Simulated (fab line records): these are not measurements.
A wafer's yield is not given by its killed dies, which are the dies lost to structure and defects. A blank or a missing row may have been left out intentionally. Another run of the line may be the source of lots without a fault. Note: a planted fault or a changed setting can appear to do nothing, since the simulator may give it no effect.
Which tool was responsible? / flow nand_harc / 14 lots with 42 wafers sampled at 4 steps, on a route of 1302 steps

== WHAT EACH GAUGE READ, for each wafer ==
NHARC_A_ONON_D1_THK_MEAS_11: measures by ellipsometry.
lot=L847; measured=day 8 02:39; on=film_metro-01; thk_nm (nm)=1000 1000 999
lot=L848; measured=day 8 14:37; on=film_metro-01; thk_nm (nm)=999 998 999
lot=L853; measured=day 10 16:54; on=film_metro-01; thk_nm (nm)=1009 1007 1010
lot=L852; measured=day 10 16:54; on=film_metro-02; thk_nm (nm)=974 975 976
lot=L854; measured=day 11 03:11; on=film_metro-02; thk_nm (nm)=1008 1008 1007
lot=L855; measured=day 11 19:24; on=film_metro-01; thk_nm (nm)=989 991 991
lot=L856; measured=day 11 19:26; on=film_metro-02; thk_nm (nm)=993 994 992
lot=L857; measured=day 12 13:49; on=film_metro-01; thk_nm (nm)=1001 1001 1001
lot=L858; measured=day 12 20:04; on=film_metro-02; thk_nm (nm)=1005 1006 1005
lot=L859; measured=day 12 23:40; on=film_metro-01; thk_nm (nm)=1006 1006 1006
lot=L861; measured=day 14 10:03; on=film_metro-02; thk_nm (nm)=1001 1000 1001
lot=L863; measured=day 14 19:16; on=film_metro-01; thk_nm (nm)=994 994 994
lot=L868; measured=day 16 19:34; on=film_metro-01; thk_nm (nm)=996 995 993
lot=L869; measured=day 17 04:59; on=film_metro-02; thk_nm (nm)=1014 1016 1016

NHARC_A_ONON_D1_THK_MEAS_30: measures by ellipsometry.
lot=L847; measured=day 8 13:11; on=film_metro-01; thk_nm (nm)=987 989 986
lot=L848; measured=day 9 01:13; on=film_metro-02; thk_nm (nm)=995 994 992
lot=L853; measured=day 11 03:21; on=film_metro-01; thk_nm (nm)=990 989 991
lot=L852; measured=day 11 03:23; on=film_metro-02; thk_nm (nm)=986 987 987
lot=L854; measured=day 11 15:59; on=film_metro-01; thk_nm (nm)=1000 998 1000
lot=L855; measured=day 12 06:01; on=film_metro-02; thk_nm (nm)=1005 1006 1005
lot=L856; measured=day 12 06:16; on=film_metro-02; thk_nm (nm)=992 992 993
lot=L857; measured=day 13 00:29; on=film_metro-02; thk_nm (nm)=1013 1012 1012
lot=L858; measured=day 13 06:40; on=film_metro-02; thk_nm (nm)=991 991 991
lot=L859; measured=day 13 10:18; on=film_metro-01; thk_nm (nm)=1027 996 1026
lot=L861; measured=day 14 21:02; on=film_metro-02; thk_nm (nm)=1026 997 995
lot=L863; measured=day 15 05:28; on=film_metro-01; thk_nm (nm)=996 995 997
lot=L868; measured=day 17 06:10; on=film_metro-01; thk_nm (nm)=1007 1004 1006
lot=L869; measured=day 17 19:01; on=film_metro-02; thk_nm (nm)=987 986 984

NHARC_A_ONON_D1_INSPECT_32.
lot=L847; measured=day 8 13:51; on=defect_inspect-01; raw_defect_count=78 55 47
lot=L848; measured=day 9 01:46; on=defect_inspect-01; raw_defect_count=30 23 41
lot=L853; measured=day 11 03:53; on=defect_inspect-01; raw_defect_count=61 64 47
lot=L852; measured=day 11 03:56; on=defect_inspect-02; raw_defect_count=76 78 53
lot=L854; measured=day 11 16:33; on=defect_inspect-02; raw_defect_count=65 57 46
lot=L855; measured=day 12 06:35; on=defect_inspect-02; raw_defect_count=66 56 47
lot=L856; measured=day 12 06:47; on=defect_inspect-01; raw_defect_count=83 74 45
lot=L857; measured=day 13 01:01; on=defect_inspect-02; raw_defect_count=61 127 80
lot=L858; measured=day 13 07:12; on=defect_inspect-01; raw_defect_count=55 45 44
lot=L859; measured=day 13 10:52; on=defect_inspect-01; raw_defect_count=56 51 57
lot=L861; measured=day 14 21:35; on=defect_inspect-01; raw_defect_count=68 67 113
lot=L863; measured=day 15 06:00; on=defect_inspect-01; raw_defect_count=31 67 64
lot=L868; measured=day 17 06:43; on=defect_inspect-01; raw_defect_count=79 196 73
lot=L869; measured=day 17 19:35; on=defect_inspect-02; raw_defect_count=78 107 79

== WHICH TOOL RAN EACH LOT (tool, then ch and the chambers of the sampled wafers, then the start) ==
lot=L847; NHARC_A_ONON_D1_DEP_28=pecvd_onon-04 ch 0, day 8 12:41
lot=L848; NHARC_A_ONON_D1_DEP_28=pecvd_onon-01 ch 0, day 9 00:45
lot=L853; NHARC_A_ONON_D1_DEP_28=pecvd_onon-02 ch 0, day 11 02:51
lot=L852; NHARC_A_ONON_D1_DEP_28=pecvd_onon-01 ch 0, day 11 02:52
lot=L854; NHARC_A_ONON_D1_DEP_28=pecvd_onon-02 ch 0, day 11 15:33
lot=L855; NHARC_A_ONON_D1_DEP_28=pecvd_onon-04 ch 0, day 12 05:30
lot=L856; NHARC_A_ONON_D1_DEP_28=pecvd_onon-02 ch 0, day 12 05:44
lot=L857; NHARC_A_ONON_D1_DEP_28=pecvd_onon-01 ch 0, day 12 23:57
lot=L858; NHARC_A_ONON_D1_DEP_28=pecvd_onon-02 ch 0, day 13 06:10
lot=L859; NHARC_A_ONON_D1_DEP_28=pecvd_onon-02 ch 0, day 13 09:51
lot=L861; NHARC_A_ONON_D1_DEP_28=pecvd_onon-02 ch 0, day 14 20:35
lot=L863; NHARC_A_ONON_D1_DEP_28=pecvd_onon-01 ch 0, day 15 04:58
lot=L868; NHARC_A_ONON_D1_DEP_28=pecvd_onon-02 ch 0, day 17 05:39
lot=L869; NHARC_A_ONON_D1_DEP_28=pecvd_onon-01 ch 0, day 17 18:38
- NHARC_A_ONON_D1_DEP_28: target thk 1000 nm.

== AS READ BY THE TOOLS THEMSELVES (means over the sampled wafers that have a number; for cases with no such wafer, the mark the record gives instead) ==
NHARC_A_ONON_D1_DEP_28.
lot=L847; tool=pecvd_onon-04; n2_flow_sccm (sccm)=2745; susceptor_temp_C (C)=399.81
lot=L848; tool=pecvd_onon-01; n2_flow_sccm (sccm)=2738; susceptor_temp_C (C)=400.03
lot=L853; tool=pecvd_onon-02; n2_flow_sccm (sccm)=2749; susceptor_temp_C (C)=400.12
lot=L852; tool=pecvd_onon-01; n2_flow_sccm (sccm)=2745; susceptor_temp_C (C)=399.84
lot=L854; tool=pecvd_onon-02; n2_flow_sccm (sccm)=2755; susceptor_temp_C (C)=400.12
lot=L855; tool=pecvd_onon-04; n2_flow_sccm (sccm)=2753; susceptor_temp_C (C)=400.03
lot=L856; tool=pecvd_onon-02; n2_flow_sccm (sccm)=2759; susceptor_temp_C (C)=399.95
lot=L857; tool=pecvd_onon-01; n2_flow_sccm (sccm)=2753; susceptor_temp_C (C)=399.96
lot=L858; tool=pecvd_onon-02; n2_flow_sccm (sccm)=2739; susceptor_temp_C (C)=400.25
lot=L859; tool=pecvd_onon-02; n2_flow_sccm (sccm)=2760; susceptor_temp_C (C)=399.94
lot=L861; tool=pecvd_onon-02; n2_flow_sccm (sccm)=2753; susceptor_temp_C (C)=399.80
lot=L863; tool=pecvd_onon-01; n2_flow_sccm (sccm)=2749; susceptor_temp_C (C)=399.91
lot=L868; tool=pecvd_onon-02; n2_flow_sccm (sccm)=2742; susceptor_temp_C (C)=399.69
lot=L869; tool=pecvd_onon-01; n2_flow_sccm (sccm)=2753; susceptor_temp_C (C)=399.97

== THE ANSWER, worked out from the rows above alone ==
Rule: the lots themselves supply what counts as usual. The widest of any qualifying gaps counts: lots, ordered by their means at a reading, are off when they make up no more than a third of the lots, leave a main group of 4 or more, and stand apart from it by 3 or more times the standard deviation of that group's means. A main group is skipped when, at the precision printed for the reading in the tables above, its means are all equal. Also off: a lot with no number at a reading for which 4 or more lots have one. The other lots that the step has rows for count as sound. After the gauges, taken in route order, come the tools' own readings; for these a lot's mean is taken, as printed above. The first step at which some lot is off is used, and at that step the reading that is off furthest; a lot without a number counts as furthest.
Across all readings shown, no lot is off: no conclusion can be drawn from this.

== WHAT THE SIMULATOR HAD INSERTED ==
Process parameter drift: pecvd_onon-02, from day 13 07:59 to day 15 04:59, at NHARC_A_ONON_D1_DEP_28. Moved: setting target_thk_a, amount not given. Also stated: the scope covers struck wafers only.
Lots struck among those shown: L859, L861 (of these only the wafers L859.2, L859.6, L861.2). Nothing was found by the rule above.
